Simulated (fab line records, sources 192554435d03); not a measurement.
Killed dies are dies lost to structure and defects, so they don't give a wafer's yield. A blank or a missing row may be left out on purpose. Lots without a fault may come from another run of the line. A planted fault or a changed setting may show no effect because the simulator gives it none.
Split-lot experiment | flow n5_finfet | 7 lots, 21 wafers read, on a route of 1938 steps

THE SPLIT
At N5_BEOL_M11_COAT_60 (time 60 s, resist thk 30 nm), the setting spin_rpm was moved away from the recipe's 1500 rpm on 12 of the 21 wafers read, by -9.7% to +10.1%. The other wafers ran this setting at the recipe's value.

FROM THE SPLIT TO THE READING: what the file shows between them, 4 steps
- N5_BEOL_M11_COAT_05: resist thk 90 nm
- N5_BEOL_M11_EBR_07
- N5_BEOL_M11_DESCUM_16: chemistry O2, time 7.9 s
- N5_BEOL_M11_ETCH_61: etches SiARC in CF4, target depth 39 nm, time 65 s

THE READING
SiARC_of_BEOL_M11_COAT_60.thk_nm (the simulator's own value, which no gauge read), in nm, at N5_BEOL_M11_ETCH_62 (etches SOC in N2/H2, target depth 110 nm, overetch 22 nm, time 165 s). The file gives no usual value for it. The 9 wafers here that ran the recipe average 23.5 nm, standard deviation 0.25 nm.

wafer  | tool, chamber at the split | spin_rpm as run, rpm | against the recipe | SiARC_of_BEOL_M11_COAT_60.thk_nm, nm | against lot-mates on the recipe
L074.1 | litho_track-02, 0          | 1355                 | -9.7%              | 25.2                                 | +1.2
L074.4 | litho_track-02, 0          | 1355                 | -9.7%              | 25                                   | +1.0
L074.5 | litho_track-02, 0          | 1500                 | recipe             | 24                                   | -
L075.3 | litho_track-05, 0          | 1500                 | recipe             | 23.4                                 | -
L075.4 | litho_track-05, 0          | 1500                 | recipe             | 23.4                                 | -
L075.5 | litho_track-05, 0          | 1500                 | recipe             | 23.4                                 | -
L085.2 | litho_track-01, 0          | 1584                 | +5.6%              | 22.4                                 | -0.8
L085.3 | litho_track-01, 0          | 1500                 | recipe             | 23.2                                 | -
L085.4 | litho_track-01, 0          | 1500                 | recipe             | 23.2                                 | -
L086.2 | litho_track-02, 0          | 1500                 | recipe             | 23.8                                 | -
L086.3 | litho_track-02, 0          | 1597                 | +6.5%              | 22.6                                 | -1.0
L086.4 | litho_track-02, 0          | 1500                 | recipe             | 23.4                                 | -
L089.2 | litho_track-05, 0          | 1407                 | -6.2%              | 24.4                                 | no lot-mate on the recipe
L089.4 | litho_track-05, 0          | 1407                 | -6.2%              | 24.6                                 | no lot-mate on the recipe
L089.5 | litho_track-05, 0          | 1407                 | -6.2%              | 24.8                                 | no lot-mate on the recipe
L095.3 | litho_track-05, 0          | 1415                 | -5.7%              | 24                                   | no lot-mate on the recipe
L095.5 | litho_track-05, 0          | 1415                 | -5.7%              | 24                                   | no lot-mate on the recipe
L095.4 | litho_track-05, 0          | 1415                 | -5.7%              | 24.6                                 | no lot-mate on the recipe
L096.3 | litho_track-02, 0          | 1500                 | recipe             | 23.6                                 | -
L096.5 | litho_track-02, 0          | 1651                 | +10.1%             | 22                                   | -1.6
L096.6 | litho_track-02, 0          | 1651                 | +10.1%             | 22.4                                 | -1.2

THE FIT
A straight line over all 21 wafers: SiARC_of_BEOL_M11_COAT_60.thk_nm changes by -0.15 nm for each +1% of spin_rpm; r = -0.96; the points scatter about the line by 0.27 nm.
The same after taking each lot's own level away (the mean of its wafers on the recipe; 15 wafers): -0.129 nm for each +1%; r = -0.98; scatter 0.14 nm.
On that fit, the largest move of spin_rpm shifts the reading by 1.3 nm.
The lots' own levels span 23.20 to 24.00 nm, that is 3.2 times the standard deviation above.
So the lot-to-lot level changes the slope: the two fits differ.
Check: with one of the wafers moved furthest among these (+10.1%) left out of the fit, the line predicts -1.26 nm for it against its lot-mates. It came out at -1.6 nm against them.

OTHER SPLITS ON THESE WAFERS
These wafers also went through other splits before the reading. Each is held against what the fit with the lots' levels taken away leaves over:
other split on the same wafers   | wafers away from the commonest value | r with SiARC_of_BEOL_M11_COAT_60.thk_nm (lot level and that fit taken away)
N5_BEOL_M8_TRENCH_ETCH_37 bias_w | 9                                    | +0.30
N5_BEOL_M11_PECVD_70 time_s      | 9                                    | +0.02

THE WHOLE CHAIN: every reading that the file lists as answering this split, in the file's order
step                | what it does                                                         | reading                                                                             | change (the file's fit)               | r (the file's)
N5_BEOL_M11_COAT_60 | time 60 s, resist thk 30 nm                                          | SiARC_of_BEOL_M11_COAT_60.thk_nm (the simulator's own value, which no gauge read)   | -0.158 nm for each +1% of the setting | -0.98
N5_BEOL_M11_ETCH_61 | etches SiARC in CF4, target depth 39 nm, time 65 s                   | etch.depth_nm (the simulator's own value, which no gauge read)                      | -0.157 nm for each +1% of the setting | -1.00
N5_BEOL_M11_ETCH_61 | etches SiARC in CF4, target depth 39 nm, time 65 s                   | CAR-ArF_of_BEOL_M11_COAT_05.thk_nm (the simulator's own value, which no gauge read) | +0.143 nm for each +1% of the setting | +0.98
N5_BEOL_M11_ETCH_62 | etches SOC in N2/H2, target depth 110 nm, overetch 22 nm, time 165 s | SiARC_of_BEOL_M11_COAT_60.thk_nm (the simulator's own value, which no gauge read)   | -0.133 nm for each +1% of the setting | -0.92

THE FILE'S OWN FIT
SiARC_of_BEOL_M11_COAT_60.thk_nm changes by -0.133 nm for each +1% of spin_rpm, r = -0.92.
